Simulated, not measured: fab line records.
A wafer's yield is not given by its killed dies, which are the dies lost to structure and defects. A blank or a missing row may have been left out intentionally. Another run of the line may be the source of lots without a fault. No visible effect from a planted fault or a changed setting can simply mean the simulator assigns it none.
Chamber matching ; flow n5Finfet ; N5_BEOL_M0_SAQP_PECVD_00 on pecvd-02 has 3 sister chambers
The step deposits SiCN from 3MS/NH3, target thk 8 nm, time 14 s. 6 wafers are shown with their chamber, then 11 later ones without.

== WAFERS PAIRED WITH THEIR CHAMBERS ==
wafer;chamber;throttleValvePct (%);showerheadPlenumPTorr (Torr)
L086.2;0;9.0;3.665
L086.5;2;8.7;3.671
L088.2;2;8.8;3.681
L088.3;1;9.7;3.685
L088.5;1;9.7;3.690
L089.2;0;9.3;3.664

== WAFERS WITH NO CHAMBER GIVEN ==
wafer;throttleValvePct (%);showerheadPlenumPTorr (Torr)
L089.4;9.2;3.667
L089.6;9.0;3.670
L090.1;9.9;3.689
L090.5;8.7;3.680
L090.6;10.1;3.680
L093.3;8.9;3.676
L093.4;9.1;3.664
L093.5;8.8;3.674
L094.4;9.9;3.688
L094.5;8.9;3.674
L094.6;9.2;3.669

== WHICH CHAMBER EACH WENT THROUGH ==
wafer;from the rows above;in truth
L089.4;0;0
L089.6;can't be placed: 0 or 2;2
L090.1;1;1
L090.5;2;2
L090.6;1;1
L093.3;2;2
L093.4;0;0
L093.5;2;2
L094.4;1;1
L094.5;can't be placed: 2 or 0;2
L094.6;0;0
Placed correctly: 9 of 11. Unplaceable from these rows: 2, with the true chamber sitting among the candidates in 2. Placed wrongly: 0.
How it was worked out, from the rows above alone: a wafer's distance from a chamber is the root of the sum, over the readings, of the square of ((its reading less the chamber's mean) divided by the reading's scatter). If the next closest chamber is less than 2 further off than the closest, the wafer can't be placed; otherwise it belongs to the closest. Each chamber's mean is taken over the wafers shown for it. The scatter: take each reading less its chamber's mean, square it, sum over the shown wafers, divide by the number of wafers less the number of chambers, and take the root.
